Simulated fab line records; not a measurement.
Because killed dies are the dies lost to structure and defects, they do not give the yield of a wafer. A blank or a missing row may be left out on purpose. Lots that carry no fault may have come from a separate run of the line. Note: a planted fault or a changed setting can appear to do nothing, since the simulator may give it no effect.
The tool behind it: which one?    flow nand-harc    6 lots with 18 wafers sampled at 5 steps, on a route of 1159 steps

== WHAT THE GAUGES SHOWED, per wafer ==
NHARC_A_SGD_CUT_INSPECT_11.
lot   measured      on                 raw-defect-count
L210  day 14 07:21  defect-inspect-01  3 8 8
L211  day 14 23:07  defect-inspect-02  7 11 7
L215  day 15 16:14  defect-inspect-01  457 432 449
L224  day 18 09:20  defect-inspect-01  20 8 11
L227  day 19 11:09  defect-inspect-02  7 12 17
L230  day 20 07:08  defect-inspect-01  4 2 5

== WHAT TOOL EACH LOT RAN ON (gives the tool, then ch and the chambers of the sampled wafers, and finally the start) ==
lot   NHARC_A_STAIRCASE_CMP_152      NHARC_A_STAIRCASE_ETCHBACK_157      NHARC_A_STAIRCASE_STRIP_475                    NHARC_A_STAIRCASE_CMP_472
L210  cmp-02 ch 0,1,3, day 14 04:50  rie-diel-11 ch 0,1,3, day 14 05:40  rie-diel-11 ch 0,1,3, day 14 06:15 or earlier  cmp-02 ch 0,1,2, day 14 06:15
L211  cmp-01 ch 1,2, day 14 20:28    rie-diel-10 ch 0,1,3, day 14 21:18  rie-diel-10 ch 0,3, day 14 21:52 or earlier    cmp-02 ch 0,2,3, day 14 21:52
L215  cmp-02 ch 0,2, day 15 13:33    rie-diel-10 ch 0,3, day 15 14:28    rie-diel-10 ch 1,3, day 15 14:42               cmp-02 ch 0,3, day 15 15:05
L224  cmp-04 ch 2,3, day 18 06:24    rie-diel-11 ch 0,2,3, day 18 07:14  rie-diel-11 ch 2,3, day 18 08:04 or earlier    cmp-01 ch 0,3, day 18 08:04
L227  cmp-04 ch 0,2,3, day 19 08:27  rie-diel-10 ch 0,1,3, day 19 09:16  rie-diel-10 ch 0,1,3, day 19 09:50 or earlier  cmp-01 ch 1,2,3, day 19 09:50
L230  cmp-04 ch 0,2,3, day 20 04:37  rie-diel-10 ch 0,3, day 20 05:26    rie-diel-10 ch 0,2,3, day 20 05:59 or earlier  cmp-04 ch 0,1,2, day 20 05:59
- NHARC_A_STAIRCASE_CMP_152: polishes.
- NHARC_A_STAIRCASE_ETCHBACK_157: etches the open film in CH3F/O2, target depth 90 nm, time 167.14 s.
- NHARC_A_STAIRCASE_STRIP_475: strips in O2, time 20 s.
- NHARC_A_STAIRCASE_CMP_472: polishes SiO2.

== THE ANSWER, worked out from the rows above alone ==
Rule: usual is defined by the lots themselves. The widest of any qualifying gaps counts: lots, ordered by their means at a reading, are off when they make up no more than a third of the lots, leave a main group of 4 or more, and stand apart from it by 3 or more times the standard deviation of that group's means. The tables above print the reading to a certain number of digits; a main group whose means all agree to those digits is not used. Also off: a lot with no number at a reading for which 4 or more lots have one. Any other lot the step has rows for is counted as sound.
Off: L215, at NHARC_A_SGD_CUT_INSPECT_11 (raw-defect-count). The main group has a mean of 9 with a standard deviation of 3.5.
A tool fits if, at a process step before that reading, it ran every lot that is off, and no sound lot after the first of them. Gauges at NHARC_A_SGD_CUT_INSPECT_11: tried the same way as those tools. With no start given for some of its lots, NHARC_A_STAIRCASE_STRIP_475 uses the hours and lot order of NHARC_A_STAIRCASE_CMP_472. One fits: cmp-02 at NHARC_A_STAIRCASE_CMP_152 and NHARC_A_STAIRCASE_CMP_472. At NHARC_A_STAIRCASE_CMP_152 its last sound lot is L210 (day 14 04:50), its first lot that is off L215 (day 15 13:33): a fault that began between those two fits.

== WHAT WAS PUT IN BY THE SIMULATOR ==
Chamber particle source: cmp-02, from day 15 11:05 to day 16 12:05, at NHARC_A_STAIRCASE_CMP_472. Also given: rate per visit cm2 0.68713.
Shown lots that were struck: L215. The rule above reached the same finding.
